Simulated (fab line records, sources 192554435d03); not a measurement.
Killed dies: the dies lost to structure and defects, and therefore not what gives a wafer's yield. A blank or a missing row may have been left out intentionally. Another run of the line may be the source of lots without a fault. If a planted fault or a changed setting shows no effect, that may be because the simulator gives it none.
A struck lot beside a sound one -- flow n5_finfet -- 41 out of 1938 route steps
Sound: these wafers, L554.1, L554.2, L554.3. Wafers L560.1, L560.2, L560.6 were the ones struck. The cause is named last.
At each step with rows: each side's tool, then ch and its chambers, then its first start. Under that, the readings that differ: sound wafers -- struck wafers -- difference of the means -- sigmas: that difference in standard deviations of wafers without a fault.
alike: words and numbers the same on both sides, and readings whose means are apart by under 2 such deviations; not compared: readings that were withheld, readings missing a value for some wafer, numbers with overlapping values and no deviation given by the record, and bounds like >300 which may hide the same value.
The two part at a step that has a row with sigmas, a row that says differs or no value, or rows on one side only. When numbers do not overlap yet have no deviation, they are printed without sigmas and do not part them. A reading that every wafer of one side lacks parts them only if that side has two wafers or more.

first, 4 steps without rows for these wafers: N5_BEOL_M1_PRE_CLEAN_45 (time 30 s); N5_BEOL_M1_ALD_84 (deposits TaN, pulse time 2 s, purge time 3 s, co reactant purge time 2 s); N5_BEOL_M1_SURFACE_TREAT_85; N5_BEOL_M1_CVD_47 (deposits Co from CCTBA/H2, target thk 3 nm, time 223.8 s).
N5_BEOL_M1_SPUTTER_48: material Cu, target thk 4.5 nm, time 8.29 s.
  struck on pvd_sputter-03, day 10 10:45; sound on pvd_sputter-03, day 8 20:08
  alike: throttle_valve_pct
then, 4 steps without rows for these wafers: N5_BEOL_M1_ANNEAL_49 (time 240 s); N5_BEOL_M1_SPUTTER_79 (material Cu, target thk 4.5 nm, time 8.29 s); N5_BEOL_M1_ANNEAL_80 (time 240 s); N5_BEOL_M1_SPUTTER_81 (material Cu, target thk 4.5 nm, time 8.29 s).
N5_BEOL_M1_ANNEAL_82: time 240 s.
  struck on pvd_sputter-03, day 10 11:16; sound on pvd_sputter-03, day 8 20:39
  alike: heater_power_w, susceptor_temp_C_max
then, 2 steps without rows for these wafers: N5_BEOL_M1_SPUTTER_86 (material Cu, target thk 4.5 nm, time 8.29 s); N5_BEOL_M1_ANNEAL_87 (time 240 s).
N5_BEOL_M1_SPUTTER_88: material Cu, target thk 4.5 nm, time 8.29 s.
  struck on pvd_sputter-03, day 10 11:38; sound on pvd_sputter-03, day 8 21:01
  alike: throttle_valve_pct
then, 1 step without rows for these wafers: N5_BEOL_M1_ANNEAL_89 (time 240 s).
N5_BEOL_M1_SPUTTER_90: material Cu, target thk 4.5 nm, time 8.29 s.
  struck on pvd_sputter-03, day 10 11:51; sound on pvd_sputter-03, day 8 21:14
  alike: throttle_valve_pct
then, 2 steps without rows for these wafers: N5_BEOL_M1_ANNEAL_91 (time 240 s); N5_BEOL_M1_SPUTTER_92 (material Cu, target thk 4.5 nm, time 8.29 s).
N5_BEOL_M1_ANNEAL_93: time 240 s.
  struck on pvd_sputter-03, day 10 12:09; sound on pvd_sputter-03, day 8 21:32
  alike: heater_power_w, susceptor_temp_C_max
N5_BEOL_M1_SPUTTER_94: material Cu, target thk 4.5 nm, time 8.29 s.
  struck on pvd_sputter-03, day 10 12:17; sound on pvd_sputter-03, day 8 21:40
  alike: throttle_valve_pct
then, 9 steps without rows for these wafers: N5_BEOL_M1_ANNEAL_95 (time 240 s); N5_BEOL_M1_SPUTTER_96 (material Cu, target thk 4.5 nm, time 8.29 s); N5_BEOL_M1_ECD_50 (material Cu, target thk 300 nm); N5_BEOL_M1_ANNEAL_51 (time 90 s); N5_BEOL_M1_CMP_52 (polishes, stops on SiOC, t overpolish 6.8 s, target thk 40 nm); N5_BEOL_M1_PRE_CLEAN_60 (time 15 s); N5_BEOL_M1_CO_CAP_55 (material Co, precursor CCTBA/H2, target thk 2 nm, time 102.1 s); N5_BEOL_M1_PRE_CLEAN_56 (time 15 s); N5_BEOL_M1_DEP_57 (deposits SiCN from 3MS/NH3, target thk 8 nm, time 14 s).
N5_BEOL_M1_RS_MEAS_58: the measuring method here is four-point-probe.
  struck on film_metro-01, day 10 13:35; sound on film_metro-01, day 8 23:01
reading,sound,struck,difference,sigmas
M1_RS (ohm/sq),0.70 0.74 0.68,0.69 0.60 0.56,-0.09,-2
then, 1 step without rows for these wafers: N5_BEOL_M2_ILD_DEP_00 (deposits SiOC from DEMS/O2, target thk 79 nm, time 15.3 s).
N5_BEOL_M2_THK_MEAS_01:
  struck on film_metro-01, day 10 13:43; sound on film_metro-01, day 8 23:09
  alike: M2_ILD_THK
then, 9 steps without rows for these wafers: N5_BEOL_M2_PECVD_72 (deposits SiO2 from TEOS/O2, target thk 16 nm, time 18 s); N5_BEOL_M2_HM_DEP_02 (deposits TiN, target thk 20 nm); N5_BEOL_M2_COAT_61 (time 60 s, resist thk 60 nm); N5_BEOL_M2_COAT_62 (time 60 s, resist thk 12 nm); N5_BEOL_M2_COAT_73 (time 60 s, resist thk 5 nm); N5_BEOL_M2_COAT_05 (resist thk 30 nm); N5_BEOL_M2_EBR_07; N5_BEOL_M2_SOFTBAKE_06 (time 60 s); N5_BEOL_M2_EXPOSE_08 (exposes mask M2).
-- a jump in the record: the struck wafers' starts before and after are 7 days apart (it breaks off in module BEOL_M2 and resumes in module PASSIVATION, where the first step shown is number 1936 of the route) --
N5_PASSIVATION_PROBE_49:
  the record has rows for the struck wafers here (prober-02, day 17 14:32) and none for the sound ones

WHERE THEY PART
Last at N5_PASSIVATION_PROBE_49 as far as this record goes, first at N5_BEOL_M1_RS_MEAS_58.

WHY: what the simulator had put in
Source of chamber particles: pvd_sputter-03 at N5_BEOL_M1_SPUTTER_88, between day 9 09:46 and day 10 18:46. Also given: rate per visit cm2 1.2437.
